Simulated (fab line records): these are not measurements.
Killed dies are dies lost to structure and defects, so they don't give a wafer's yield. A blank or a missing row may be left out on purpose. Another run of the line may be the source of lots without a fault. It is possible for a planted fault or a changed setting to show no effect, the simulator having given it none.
fab line records | flow n5_finfet
record: lots: 5 wafers: 15 last_day: 20
route steps=1938 shown BEOL_M5@1142 PASSIVATION@1936
lots untouched by any fault: they come from a run of this same line in which no faults occurred
start_h: hours from the record's first day to the start of the lot's first wafer shown | wait_h: how many hours have passed since the lot's step before this one | " repeats the value in the row above | L1.1+2: a row that stands for several wafers | - no value present, or no start provided | * or withheld: withheld | < > ~ a bound
route shown NAME@n: a module of which the file shows steps, and the number in the route of the first | usual: the fault-free wafers' mean and standard deviation | same: alike in all rows | chamber/n: place in a boat | sites: per-site readings | _std_site: the values' standard deviation | _edge_site: inner sites' mean taken away from outer sites' mean | radius_mm: how far each site lies from the wafer's centre | mask NAME#n: copy n | behind: the last tool/chamber to shape the wafer | hold: why the lot was held/for how many hours/how that ended | device: names the non-switching transistor (n, p or np) | end of line: at the end of the route, the tests of the same wafers | a step given without rows: its recipe and nothing more | killed: the dies lost at the first sort to structure and to defects; this is not the yield of the wafer | map: a wafer's dies, x killed, . not, _ none there
set.NAME: the run value of the setting; set.NAME@STEP: its run value at that earlier step | model.NAME: the simulator's own value behind a step, which no gauge read
a table for each step, a row for each wafer; lots at some steps of the route
services: when a tool's chamber went out of use (start_h, in hours from the record's first day, below 0 if earlier), for how many hours, and the reason
== steps ==
step: N5_BEOL_M5_COAT_22
recipe: resist: CAR-EUV spin_rpm: 1500 resist_thk_nm: 30
step: N5_BEOL_M5_EBR_24
recipe: solvent: PGMEA ebr_width_mm: 1.5
step: N5_BEOL_M5_SOFTBAKE_23
recipe: temp_c: 110 time_s: 60 resist: CAR-EUV
step: N5_BEOL_M5_EXPOSE_25
recipe: mask_id: V4 na: 0.33 source_shape: quasar sigma_inner: 0.2 sigma_outer: 0.6 polarization: unpolarized defocus_nm: 10 dose_mj: 52.75
step: N5_BEOL_M5_PEB_26
recipe: peb_temp_c: 100 peb_time_s: 60 resist: CAR-EUV
step: N5_BEOL_M5_DEVELOP_27
recipe: develop_time_s: 30 developer: TMAH resist: CAR-EUV rinse_liquid: surfactant_rinse dry: air_spin dev_temp_c: 23
step: N5_BEOL_M5_CD_MEAS_28
recipe: target_cd_nm: 30.6 landing_energy_ev: 500 detector: se_inlens target_cd_y_nm: 20 polarity: opening
usual: cd_nm: 30.60/0.23
same: landing_energy_ev: 500
columns lot.wafer tool chamber start_h wait_h cd_nm
L393.1 cd_sem-01 0 284.37 - 30.72
L393.4 " 0 " " 30.40
L393.5 " 0 " " 30.74
L396.1 cd_sem-03 0 294.25 - 31.06
L396.4 " 0 " " 30.66
L396.5 " 0 " " 30.76
L394.1 cd_sem-01 0 301.16 - 30.68
L394.2 " 0 " " 30.84
L394.3 " 0 " " 30.97
L402.2 cd_sem-03 0 341.49 - 30.26
L402.3 " 0 " " 30.45
L402.6 " 0 " " 30.49
L408.1 cd_sem-01 0 378.24 - 30.38
L408.2 " 0 " " 30.66
L408.6 " 0 " " 30.99
step: N5_BEOL_M5_OVL_MEAS_29
recipe: points_per_wafer: 522
usual: V4_OVL: 0.0/0.59
same: points_per_wafer: 522
columns lot.wafer tool chamber start_h wait_h V4_OVL[nm]
L393.1 overlay-01 0 284.40 0.0 0.2
L393.4 " 0 " " 0.0
L393.5 " 0 " " 0.1
L396.1 overlay-01 0 294.28 0.0 0.4
L396.4 " 0 " " 0.3
L396.5 " 0 " " -0.2
L394.1 overlay-01 0 301.19 0.0 -0.2
L394.2 " 0 " " 0.2
L394.3 " 0 " " -0.5
L402.2 overlay-02 0 341.52 0.0 0.2
L402.3 " 0 " " 0.0
L402.6 " 0 " " 0.1
L408.1 overlay-01 0 378.27 0.0 -0.8
L408.2 " 0 " " 0.3
L408.6 " 0 " " 0.0
step: N5_BEOL_M5_INSPECT_30
recipe: mode: adi inspect_instrument: brightfield
usual: raw_defect_count: 423/89
columns lot.wafer tool chamber start_h wait_h raw_defect_count
L393.1 defect_inspect-01 - 284.46 0.1 405
L393.4 " - " " 405
L393.5 " - " " 381
L396.1 defect_inspect-02 - 294.33 0.1 625
L396.4 " - " " 382
L396.5 " - " " 523
L394.1 defect_inspect-02 - 301.25 0.1 374
L394.2 " - " " 499
L394.3 " - " " 493
L402.2 defect_inspect-01 - 341.57 0.0 357
L402.3 " - " " 359
L402.6 " - " " 490
L408.1 defect_inspect-01 - 378.33 0.1 282
L408.2 " - " " 292
L408.6 " - " " 234
step: N5_BEOL_M5_DESCUM_33
recipe: chemistry: O2 time_s: 7 source_power_w: 50 bias_power_w: 20 pressure_mtorr: 20 rf_frequency_hz: 2.712e+07 temp_c: 40 resist: CAR-EUV o2_flow_sccm: 225
step: N5_BEOL_M5_ETCH_75
recipe: chemistry: N2/H2 target: underlayer target_depth_a: 65 mask_material: CAR-EUV time_s: 5.2 ion_energy_ev: 200 pressure_mtorr: 30 source_w: 840 bias_w: 150 n2_flow_sccm: 200 h2_flow_sccm: 200 ends: cleared
usual: chamber_pressure_mTorr: 30.00/0.042 drypump_motor_current_A: 5.9/0.36 etch_rf_on_time_s: 5.15/0.14 oes_product_au: 0.70/0.066 rf_vpp_V: 522.9/3 showerhead_plenum_p_Torr: 2.51/0.1 throttle_valve_pct: 17.73/0.27
columns lot.wafer tool chamber start_h wait_h chamber_pressure_mTorr drypump_motor_current_A etch_rf_on_time_s oes_product_au rf_hours_counter_h rf_vpp_V showerhead_plenum_p_Torr throttle_valve_pct
L393.1 rie_diel-06 3 285.08 0.0 30.08 6.3 5.23 0.63 151 519.2 2.33 17.52
L393.4 " 2 " " 30.01 5.2 4.95 0.79 17 526.3 2.60 17.50
L393.5 " 3 " " 30.01 6.3 5.27 0.64 - 517.9 2.33 17.52
L396.1 rie_diel-04 0 294.54 0.0 30.05 5.7 5.34 0.60 187 521.8 2.52 17.78
L396.4 " 3 " " 29.97 5.2 5.11 0.73 71 523.4 2.58 17.82
L396.5 " 0 " " 30.01 5.7 5.32 0.60 - 523.2 2.52 17.77
L394.1 rie_diel-01 0 301.32 0.0 30.02 6.0 4.94 0.66 137 520.4 2.35 18.18
L394.2 " 1 " " 29.95 6.1 5.17 0.64 146 523.2 2.45 17.96
L394.3 " 3 " " 30.04 6.3 5.17 0.64 192 527.7 2.64 18.27
L402.2 rie_diel-06 0 341.64 0.0 29.98 5.9 5.31 0.69 67 520.3 2.47 17.31
L402.3 " 3 " " 29.93 6.3 5.32 0.62 170 516.4 2.32 17.57
L402.6 " 3 " " 29.99 6.3 5.27 0.63 - 517.7 2.32 17.59
L408.1 rie_diel-01 0 378.40 0.0 30.03 6.1 4.95 0.65 160 516.5 2.34 18.23
L408.2 " 1 " " 30.06 6.1 5.20 0.63 168 519.6 2.44 18.00
L408.6 " 1 " " 30.06 6.2 5.17 0.63 - 521.7 2.44 18.00
step: N5_BEOL_M5_ETCH_67
recipe: chemistry: CF4 target: SiARC target_depth_a: 156 mask_material: CAR-EUV time_s: 26 ion_energy_ev: 80 pressure_mtorr: 40 source_w: 545 bias_w: 36 Ar_flow_sccm: 100 cf4_flow_sccm: 100 ends: cleared
step: N5_BEOL_M5_ETCH_68
recipe: chemistry: N2/H2 target: SOC target_depth_a: 800 overetch_a: 160 mask_material: SiARC temp_c: 40 time_s: 120 ion_energy_ev: 200 pressure_mtorr: 30 source_w: 840 bias_w: 150 n2_flow_sccm: 200 h2_flow_sccm: 200
usual: chamber_pressure_mTorr: 30.001/0.027 drypump_motor_current_A: 5.9/0.36 oes_product_au: 0.62/0.054 rf_vpp_V: 523.0/2.9 showerhead_plenum_p_Torr: 2.51/0.1 temp_c: 40.00/0.11 throttle_valve_pct: 17.69/0.27
columns lot.wafer tool chamber start_h wait_h chamber_pressure_mTorr drypump_motor_current_A oes_product_au rf_hours_counter_h rf_vpp_V showerhead_plenum_p_Torr temp_c throttle_valve_pct
L393.1 rie_diel-06 3 285.12 0.0 29.969 6.3 0.58 151 517.3 2.33 40.06 17.50
L393.4 " 2 " " 29.972 5.2 0.70 17 526.9 2.60 39.89 17.46
L393.5 " 3 " " 29.990 6.3 0.58 - 518.8 2.33 40.13 17.48
L396.1 rie_diel-04 0 294.59 0.0 30.026 5.7 0.54 187 523.8 2.53 40.03 17.74
L396.4 " 3 " " 30.033 5.2 0.64 71 524.0 2.58 39.98 17.80
L396.5 " 0 " " 29.998 5.7 0.54 - 524.2 2.52 40.04 17.73
L394.1 rie_diel-01 0 301.36 0.0 29.999 6.1 0.58 138 518.1 2.35 40.10 18.13
L394.2 " 1 " " 29.987 6.1 0.58 146 523.1 2.45 40.02 17.93
L394.3 " 3 " " 29.978 6.3 0.57 192 524.8 2.64 39.68 18.20
L402.2 rie_diel-06 0 341.69 0.0 30.013 5.9 0.63 67 522.1 2.47 40.13 17.27
L402.3 " 3 " " 30.010 6.3 0.57 170 517.6 2.32 40.13 17.51
L402.6 " 3 " " 30.019 6.4 0.57 - 518.1 2.32 40.04 17.53
L408.1 rie_diel-01 0 378.44 0.0 30.005 6.1 0.57 160 519.0 2.34 39.99 18.15
L408.2 " 1 " " 29.993 6.1 0.56 168 521.0 2.44 40.12 17.97
L408.6 " 1 " " 30.027 6.2 0.57 - 522.0 2.44 40.09 17.96
step: N5_BEOL_M5_STRIP_69
recipe: chemistry: N2/H2 temp_c: 40 n2_flow_sccm: 200 h2_flow_sccm: 200 rf_frequency_hz: 6e+07
step: N5_BEOL_M5_STRIP_76
recipe: chemistry: N2/H2 temp_c: 40 n2_flow_sccm: 200 h2_flow_sccm: 200 rf_frequency_hz: 6e+07
step: N5_BEOL_M5_VIA_ETCH_34
recipe: chemistry: C4F6/O2 target: SiCOH_lowk target_depth_a: 883 mask_material: SOC taper_deg: 4 time_s: 39.2 ion_energy_ev: 250 pressure_mtorr: 30 source_w: 345 bias_w: 185 Ar_flow_sccm: 300 C4F6_flow_sccm: 10 O2_flow_sccm: 10
step: N5_BEOL_M5_STRIP_85
recipe: chemistry: C4F6/O2 resist: SiARC rf_frequency_hz: 6e+07
step: N5_BEOL_M5_STRIP_36
recipe: chemistry: N2/H2 power_w: 450 temp_c: 40 pressure_mtorr: 20 rf_frequency_hz: 6e+07 overash_fraction: 0.3 bias_power_w: 7 h2_frac: 0.5 n2_flow_sccm: 200 h2_flow_sccm: 200
step: N5_BEOL_M5_TRENCH_ETCH_37
recipe: chemistry: C4F6/O2 target_depth_a: 716.52 target: SiCOH_lowk time_s: 24.7 ion_energy_ev: 250 pressure_mtorr: 30 source_w: 345 bias_w: 185 Ar_flow_sccm: 300 C4F6_flow_sccm: 10 O2_flow_sccm: 10
step: N5_BEOL_M5_ETCH_41
recipe: chemistry: CH3F/O2 target: SiCN target_depth_a: 315 taper_deg: 2 time_s: 56.7 ion_energy_ev: 120 mask_material: TiN pressure_mtorr: 30 source_w: 395 bias_w: 75 Ar_flow_sccm: 150 CH3F_flow_sccm: 30 O2_flow_sccm: 20
step: N5_BEOL_M5_STRIP_91
recipe: chemistry: N2/H2 time_s: 10 power_w: 450 temp_c: 40 pressure_mtorr: 20 rf_frequency_hz: 6e+07 bias_power_w: 7 n2_flow_sccm: 200 h2_flow_sccm: 200
step: N5_BEOL_M5_OCD_MEAS_38
usual: trench_depth_nm: 71.9/1.5
columns lot.wafer tool chamber start_h wait_h trench_depth_nm
L393.1 ocd-02 - 285.46 - 71.6
L393.4 " - " " 75.3
L393.5 " - " " 70.6
L396.1 ocd-01 - 294.93 - 69.3
L396.4 " - " " 72.9
L396.5 " - " " 70.1
L394.1 ocd-02 - 301.70 - 73.9
L394.2 " - " " 70.0
L394.3 " - " " 71.6
L402.2 ocd-02 - 342.03 - 71.5
L402.3 " - " " 71.1
L402.6 " - " " 70.4
L408.1 ocd-01 - 378.78 - 73.4
L408.2 " - " " 71.7
L408.6 " - " " 70.9
step: N5_BEOL_M5_HM_STRIP_39
recipe: chemistry: peroxide_tin_strip material: TiN target_depth_a: 250 temp_c: 50 time_s: 158
step: N5_BEOL_M5_SRD_40
recipe: time_s: 30 temp_c: 23 rinse_liquid: diw dry: ipa_marangoni
step: N5_BEOL_M5_PRECLEAN_42
recipe: chemistry: residue_remover time_s: 60 temp_c: 40
step: N5_BEOL_M5_SRD_43
recipe: time_s: 30 temp_c: 23 rinse_liquid: diw dry: ipa_marangoni
step: N5_BEOL_M5_CD_MEAS_35
recipe: target_cd_nm: 28 target_cd_y_nm: 24 polarity: opening
usual: cd_nm: 28.1/0.33
columns lot.wafer tool chamber start_h wait_h cd_nm
L393.1 cd_sem-03 - 285.61 0.0 28.5
L393.4 " - " " 28.0
L393.5 " - " " 28.0
L396.1 cd_sem-02 - 295.09 0.0 28.2
L396.4 " - " " 28.4
L396.5 " - " " 28.0
L394.1 cd_sem-01 - 301.90 0.0 27.7
L394.2 " - " " 27.9
L394.3 " - " " 29.3
L402.2 cd_sem-01 - 342.18 0.0 28.2
L402.3 " - " " 28.3
L402.6 " - " " 28.1
L408.1 cd_sem-03 - 378.94 0.0 28.7
L408.2 " - " " 28.4
L408.6 " - " " 28.3
step: N5_BEOL_M5_CURE_80
recipe: temp_c: 370 time_s: 120 ambient: DMADMS/He material: SiCOH_lowk
step: N5_BEOL_M5_DEGAS_44
recipe: ambient: vacuum temp_c: 250 time_s: 60
step: N5_BEOL_M5_PRE_CLEAN_45
recipe: gas: H2/He time_s: 30 temp_c: 250
step: N5_BEOL_M5_ALD_86
recipe: material: TaN target_thk_a: * temp_c: 275 ald_precursor_family: PDMAT ald_co_reactant: NH3 pressure_torr: 3 carrier_flow_sccm: 1500 pulse_time_s: 2 purge_time_s: 3 co_reactant_purge_time_s: 2 co_reactant_pulse_time_s: 3 ald_cycles: 30 precursor_vessel_temp_c: 75 precursor_vessel_pressure_torr: 26.25 precursor_vessel_carrier_sccm: 1000
usual: heater_power_w: 423/33
columns lot.wafer tool chamber start_h wait_h heater_power_w
L393.1 ald_metal-02 1 287.32 0.0 477
L393.4 " 3 " " 452
L393.5 " 0 " " 397
L396.1 ald_metal-04 0 295.58 0.0 432
L396.4 " 1 " " 394
L396.5 " 3 " " 433
L394.1 ald_metal-02 3 302.45 0.1 458
L394.2 " 2 " " 428
L394.3 " 1 " " 483
L402.2 ald_metal-02 2 342.91 0.0 416
L402.3 " 0 " " 398
L402.6 " 3 " " 467
L408.1 ald_metal-04 1 379.70 0.0 356
L408.2 " 3 " " 426
L408.6 " 2 " " 391
step: N5_BEOL_M5_SURFACE_TREAT_87
recipe: gas: Ar time_s: * ion_energy_ev: * ion_current_ma_cm2: 0.5 pressure_mtorr: * ar_flow_sccm: 30
usual: throttle_valve_pct: *
columns lot.wafer tool chamber start_h wait_h throttle_valve_pct
L393.1 pvd_sputter-03 - 287.56 0.1 *
L393.4 " - " " *
L393.5 " - " " *
L396.1 pvd_sputter-02 - 296.04 0.4 *
L396.4 " - " " *
L396.5 " - " " *
L394.1 pvd_sputter-02 - 302.69 0.1 *
L394.2 " - " " *
L394.3 " - " " *
L402.2 pvd_sputter-02 - 343.21 0.2 *
L402.3 " - " " *
L402.6 " - " " *
L408.1 pvd_sputter-01 - 379.98 0.2 *
L408.2 " - " " *
L408.6 " - " " *
step: N5_BEOL_M5_CVD_47
recipe: material: Co target_thk_a: 30 temp_c: withheld precursor: CCTBA/H2 pressure_torr: 30 time_s: 216
step: N5_BEOL_M5_SPUTTER_48
recipe: material: Cu target_thk_a: 150 temp_c: -20 chamber_pressure_pa: 0.07 power_w: withheld time_s: 27.62
step: N5_BEOL_M5_ANNEAL_49
recipe: temp_c: 400 time_s: 1800 ambient: vacuum
step: N5_BEOL_M5_SPUTTER_81
recipe: material: Cu target_thk_a: 150 temp_c: -20 chamber_pressure_pa: 0.07 power_w: withheld time_s: 27.62
step: N5_BEOL_M5_ANNEAL_82
recipe: temp_c: 400 time_s: 1800 ambient: vacuum
usual: heater_power_w: 848/69
columns lot.wafer tool chamber start_h wait_h heater_power_w
L393.1 pvd_sputter-01 - 289.04 0.0 811
L393.4 " - " " 881
L393.5 " - " " 826
L396.1 pvd_sputter-01 - 298.47 0.0 816
L396.4 " - " " 853
L396.5 " - " " 789
L394.1 pvd_sputter-02 - 304.22 0.0 772
L394.2 " - " " 872
L394.3 " - " " 961
L402.2 pvd_sputter-03 - 344.63 0.0 1027
L402.3 " - " " 877
L402.6 " - " " 768
L408.1 pvd_sputter-01 - 381.53 0.0 873
L408.2 " - " " 788
L408.6 " - " " 855
step: N5_BEOL_M5_SPUTTER_83
recipe: material: Cu target_thk_a: 150 temp_c: -20 chamber_pressure_pa: 0.07 power_w: withheld time_s: 27.62
usual: chuck_sensor_temp_C: -16.1/0.53 substrate_temp_c: -20.00/0.1 throttle_valve_pct: 29.8/0.89
columns lot.wafer tool chamber start_h wait_h chuck_sensor_temp_C substrate_temp_c throttle_valve_pct
L393.1 pvd_sputter-01 - 290.05 0.5 -15.4 -20.01 29.5
L393.4 " - " " -15.7 -20.01 31.2
L393.5 " - " " -16.6 -20.17 28.7
L396.1 pvd_sputter-01 - 299.48 0.5 -15.5 -20.17 29.6
L396.4 " - " " -16.8 -20.06 28.8
L396.5 " - " " -16.5 -19.97 28.9
L394.1 pvd_sputter-02 - 305.23 0.5 -15.4 -19.99 30.3
L394.2 " - " " -15.8 -19.94 30.6
L394.3 " - " " -15.6 -19.80 29.0
L402.2 pvd_sputter-03 - 345.63 0.5 -16.1 -19.72 30.9
L402.3 " - " " -16.5 -20.06 28.8
L402.6 " - " " -16.3 -20.19 29.9
L408.1 pvd_sputter-01 - 382.53 0.5 -15.6 -19.99 31.2
L408.2 " - " " -15.2 -20.04 29.8
L408.6 " - " " -16.7 -19.96 28.8
step: N5_BEOL_M5_ANNEAL_84
recipe: temp_c: 400 time_s: 1800 ambient: vacuum
step: N5_BEOL_M5_SPUTTER_88
recipe: material: Cu target_thk_a: 150 temp_c: -20 chamber_pressure_pa: 0.07 power_w: withheld time_s: 27.62
step: N5_BEOL_M5_ANNEAL_89
recipe: temp_c: 400 time_s: 1800 ambient: vacuum
step: N5_BEOL_M5_SPUTTER_90
recipe: material: Cu target_thk_a: 45 temp_c: -20 chamber_pressure_pa: 0.07 power_w: withheld time_s: 8.29
step: N5_PASSIVATION_PROBE_49
usual: defect_limited_yield: 91.2/1.6 killed_at_M0_to_M3: 33/11 killed_at_M4_up: 14/5 killed_at_contacts: 12/5.8 killed_at_front_end: 41/12 killed_at_other: 3.5/2.9 killed_dies: 104/19 killed_on_rim: 13/4.2 killed_open: 68/14 killed_short: 34/8.8 sort_bin_5_function: 5.2/1.1 sort_bin_6_memory: 3.2/0.71 sort_n_pass: 1076/19 sort_yield_pct: 91.2/1.6
same: gross_dies: 1180 killed_at_back_side: 0 sort_bin_4_leakage[%]: 0 sort_bin_8_speed[%]: 0
columns lot.wafer tool chamber start_h wait_h defect_limited_yield[%] killed_at_M0_to_M3 killed_at_M4_up killed_at_contacts killed_at_front_end killed_at_other killed_dies killed_on_rim killed_open killed_short sort_bin_5_function[%] sort_bin_6_memory[%] sort_n_pass sort_yield_pct[%]
L393.1 prober-02 - 385.71 0.0 88.9 37 17 10 63 4 131 24 81 49 7.8 3.0 1049 88.9
L393.4 prober-02 - 385.86 0.2 94.1 21 5 19 24 1 70 10 45 23 3.6 1.9 1110 94.1
L393.5 prober-02 - 385.91 0.2 92.1 23 8 6 54 2 93 16 64 25 4.4 3.0 1087 92.1
L396.1 prober-02 - 391.28 0.0 89.9 27 18 7 65 2 119 16 81 38 5.4 4.4 1061 89.9
L396.4 prober-02 - 391.43 0.2 93.0 18 19 13 31 2 83 13 56 22 4.1 2.4 1097 93.0
L396.5 prober-02 - 391.48 0.2 91.2 31 11 8 45 9 104 9 66 38 5.4 3.1 1076 91.2
L394.1 prober-02 - 397.86 0.0 90.4 24 13 28 44 4 113 14 68 39 5.1 3.8 1067 90.4
L394.2 prober-02 - 397.91 0.1 90.8 22 14 20 52 1 109 17 84 25 5.5 3.6 1071 90.8
L394.3 prober-02 - 397.96 0.1 89.4 34 11 8 68 4 125 21 67 50 5.6 3.8 1055 89.4
L402.2 prober-01 - 444.29 0.1 87.0 15 106 6 24 2 153 28 47 14 6.9 3.2 1027 87.0
killed by level:class
L393.1 FIN_SAQP:geometric_particle:open=15 GATE_CUT:geometric_particle:short=10 BEOL_M0_SAQP:geometric_particle:open=9 BEOL_M0_SAQP:geometric_particle:short=9 STI_FIN_REVEAL:geometric_particle:open=9 DUMMY_GATE:geometric_particle:open=8 FIN_SAQP:geometric_particle:short=6 BEOL_M0:geometric_particle:open=6
L393.4 MOL_CONTACT_COAG:geometric_particle:open=16 BEOL_M2:geometric_particle:open=5 FIN_SAQP:geometric_particle:short=3 DUMMY_GATE:geometric_particle:open=3 ILD0:geometric_particle:open=3 GATE_CUT:geometric_particle:short=3 GATE_CUT:geometric_particle:open=3 BEOL_M1:geometric_particle:open=3
L393.5 STI_FIN_REVEAL:geometric_particle:open=14 FIN_SAQP:geometric_particle:open=9 BEOL_M0_SAQP:geometric_particle:open=9 FIN_SAQP:geometric_particle:short=8 GATE_CUT:geometric_particle:short=5 MOL_CONTACT_COAG:geometric_particle:open=5 DUMMY_GATE:geometric_particle:open=4 BEOL_M3:geometric_particle:open=4
L396.1 FIN_SAQP:geometric_particle:open=17 FIN_SAQP:geometric_particle:short=12 BEOL_M4:geometric_particle:open=9 STI_FIN_REVEAL:geometric_particle:open=8 BEOL_M0:geometric_particle:open=7 GATE_CUT:geometric_particle:open=6 GATE_CUT:geometric_particle:short=6 MOL_CONTACT_COAG:geometric_particle:open=6
L396.4 MOL_CONTACT_COAG:geometric_particle:open=11 BEOL_M4:geometric_particle:open=11 FIN_SAQP:geometric_particle:open=5 FIN_SAQP:geometric_particle:short=5 STI_FIN_REVEAL:geometric_particle:open=5 GATE_CUT:geometric_particle:open=5 BEOL_M5:geometric_particle:open=5 BEOL_M0_SAQP:geometric_particle:short=4
L396.5 STI_FIN_REVEAL:geometric_particle:open=14 FIN_SAQP:geometric_particle:open=10 BEOL_M0_SAQP:geometric_particle:open=9 FIN_SAQP:geometric_particle:short=7 MOL_CONTACT_COAG:geometric_particle:open=7 BEOL_M0_SAQP:geometric_particle:short=6 BEOL_M2:geometric_particle:open=5 GATE_CUT:geometric_particle:short=4
L394.1 MOL_CONTACT_COAG:geometric_particle:open=22 FIN_SAQP:geometric_particle:short=11 STI_FIN_REVEAL:geometric_particle:open=7 BEOL_M3:geometric_particle:open=7 BEOL_M4:geometric_particle:open=7 MOL_CONTACT_COAG:geometric_particle:short=6 FIN_SAQP:geometric_particle:open=5 BEOL_M0_SAQP:geometric_particle:short=5
L394.2 MOL_CONTACT_COAG:geometric_particle:open=18 FIN_SAQP:geometric_particle:open=15 STI_FIN_REVEAL:geometric_particle:open=15 BEOL_M3:geometric_particle:open=12 FIN_SAQP:geometric_particle:short=10 BEOL_M4:geometric_particle:open=7 BEOL_M4:geometric_particle:short=3 ILD0:geometric_particle:open=3
L394.3 STI_FIN_REVEAL:geometric_particle:open=13 FIN_SAQP:geometric_particle:open=12 FIN_SAQP:geometric_particle:short=11 BEOL_M0_SAQP:geometric_particle:short=10 MOL_CONTACT_COAG:geometric_particle:open=7 HKMG_FIN:area_etch=7 DUMMY_GATE:geometric_particle:open=6 BEOL_M0_SAQP:geometric_particle:open=6
L402.2 BEOL_M5:unspecified=92 STI_FIN_REVEAL:geometric_particle:open=10 MOL_CONTACT_COAG:geometric_particle:open=6 BEOL_M4:geometric_particle:open=6 FIN_SAQP:geometric_particle:open=4 BEOL_M1:geometric_particle:open=4 BEOL_M2:geometric_particle:open=4 BEOL_M3:geometric_particle:open=3
map L402.2 (x killed, . not)
_________________xx.....x....________________
______________xxxxx..x......x..._____________
___________xxxxxxxxxx..............__________
__________xxxxxxxxx..x..........x..._________
________xxxxxxxxxxx..................._______
_______xxxxxxxxxxxxx.........x.........______
______xxxxxxxxxxxxx....................._____
_____.xxxxxxxxxxxx.....x.....x...........____
____..x.xxxxxxxx..............x...........___
___.....x.xx.x..x..x................x....x.__
___..........xx............................__
__...........x..........x....x.x.....x......_
__.......x..............x..................._
_........................x.........x......x..
_...............x...................x........
_.................x.............x.x.....x....
_...........................................x
_......x...........x.x............x..........
_................................x.......x...
_............................................
_..x........................x................
__.........x................x..............._
__x......................................x.x_
___.....xx.................................__
___................x..................x....__
____.........x...................x........___
_____....x...............................____
______.x......................x..x......_____
_______..x...x.........................______
________.x....x............x.........._______
__________.....................x...._________
___________.......x....x.....x.....__________
______________............x....._____________
_________________............________________
map L393.1 (x killed, . not)
_________________......xxx..x________________
______________..x....x...x......_____________
___________x.x....x........x...x.x.__________
__________............x....x...x...._________
________...x...................x.x...._______
_______............x...................______
______x....xxx....x..x...x.....x......x._____
_____..x...x.....x.............x.........____
____...x............x..x..x.......x.......___
___..........x......x.....................x__
___....x..........................x........__
__.............................x....x....x.._
__............x.......x.x..................._
_.......................x...................x
_..x.......x........x..x..................x..
_.....x.x...........................x.x.....x
_............................................
_.....x.................................x....
_..x..x....x.......x...x.....x...............
_...xx...............x..............x........
_............x.x........xx..x....x...x.......
__..............x...........x..............x_
__..........x.x......x......x............x.._
___..x..x.....................x..x.x.......__
___.......xx....x...x...xx.........x.......__
____................x.....................___
_____.x.x..xx..x..x..............x.......____
______x...x...........x....x............_____
_______........x..x..x.................______
________.............................._______
__________.....x..xx...............x_________
___________xxx..x....x....x.x..x.x.__________
______________........x..x....x._____________
_________________............________________
== services ==
columns tool chamber start_h hours kind
ald_metal-04 1 261.26 26.1 repair
ald_metal-02 - 262.55 0.4 repair
rie_diel-04 3 278.30 9.8 repair
ald_metal-02 - 317.14 2.8 pm
ald_metal-04 - 321.80 1.1 repair
pvd_sputter-02 - 325.03 0.5 repair
rie_diel-04 0 327.20 4.9 repair
ald_metal-04 - 337.25 14.0 pm
ald_metal-04 0 337.25 14.0 vent_cycle
ald_metal-04 1 337.25 14.0 vent_cycle
ald_metal-04 2 337.25 14.0 vent_cycle
ald_metal-04 3 337.25 14.0 vent_cycle
pvd_sputter-02 - 345.96 8.9 repair
ald_metal-02 - 351.01 1.6 repair
ald_metal-04 0 351.25 - clean
ald_metal-04 1 351.25 - clean
ald_metal-04 2 351.25 - clean
ald_metal-04 3 351.25 - clean
== key ==
first_sign: step: N5_PASSIVATION_PROBE_49 reading: killed_at_M4_up direction: up sigmas: 18 usual: 14 struck: 106
effect: step: N5_PASSIVATION_PROBE_49 reading: killed_dies direction: up sigmas: 2.6 usual: 104 struck: 153
more_kills_born_at: N5_BEOL_M5_ETCH_68@rie_diel-06: 92
met_at N5_BEOL_M5_ETCH_68
struck_wafers L402.2
fault: kind: chamber_particle_source tool: rie_diel-06 chamber: 0 onset_h: 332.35 steps: N5_BEOL_M5_ETCH_68 rate_per_visit_cm2: 1.4923 end_h: 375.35
